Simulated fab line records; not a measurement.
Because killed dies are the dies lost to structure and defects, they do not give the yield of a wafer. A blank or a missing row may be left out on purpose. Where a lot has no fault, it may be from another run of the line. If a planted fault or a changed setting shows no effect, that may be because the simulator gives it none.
Matching of chambers / flow nandHarc / NHARC_THIN_TSV_CMP_01 on cmp-01: 4 sister chambers
The step polishes. 4 wafers are shown with their chamber, then 7 later ones without.

## EACH WAFER AND ITS CHAMBER
wafer=L270.4; chamber=1; motorCurrentA (A)=12.3
wafer=L269.2; chamber=3; motorCurrentA (A)=10.7
wafer=L273.1; chamber=0; motorCurrentA (A)=14.1
wafer=L273.2; chamber=2; motorCurrentA (A)=11.1

## WAFERS WITHOUT THEIR CHAMBER
wafer=L273.3; motorCurrentA (A)=11.6
wafer=L278.2; motorCurrentA (A)=13.0
wafer=L278.4; motorCurrentA (A)=12.6
wafer=L278.5; motorCurrentA (A)=12.0
wafer=L281.1; motorCurrentA (A)=11.9
wafer=L281.3; motorCurrentA (A)=11.6
wafer=L281.5; motorCurrentA (A)=12.8

## WHICH CHAMBER EACH WENT THROUGH
wafer=L273.3; from the rows above=can't be placed: 2 or 1 or 3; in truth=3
wafer=L278.2; from the rows above=can't be placed: 1 or 0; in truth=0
wafer=L278.4; from the rows above=1; in truth=1
wafer=L278.5; from the rows above=can't be placed: 1 or 2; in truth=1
wafer=L281.1; from the rows above=can't be placed: 1 or 2 or 3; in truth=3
wafer=L281.3; from the rows above=can't be placed: 2 or 1 or 3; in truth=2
wafer=L281.5; from the rows above=can't be placed: 1 or 0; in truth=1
Correct placement for 1 of the 7. Not placeable from these rows: 6 (in 6, the candidates include the true chamber). Wrongly placed: 0.
How it was worked out, from the rows above alone: a wafer's distance from a chamber is the root of the sum, over the readings, of the square of ((its reading less the chamber's mean) divided by the reading's scatter). The wafer belongs to the nearest chamber; if the next one is less than 2 further off, it can't be placed. For every chamber, the mean is computed from those of its wafers that are shown. The scatter (one wafer shown for each chamber): square how far every hidden wafer sits from the nearest shown wafer, average those squares and take the square root.
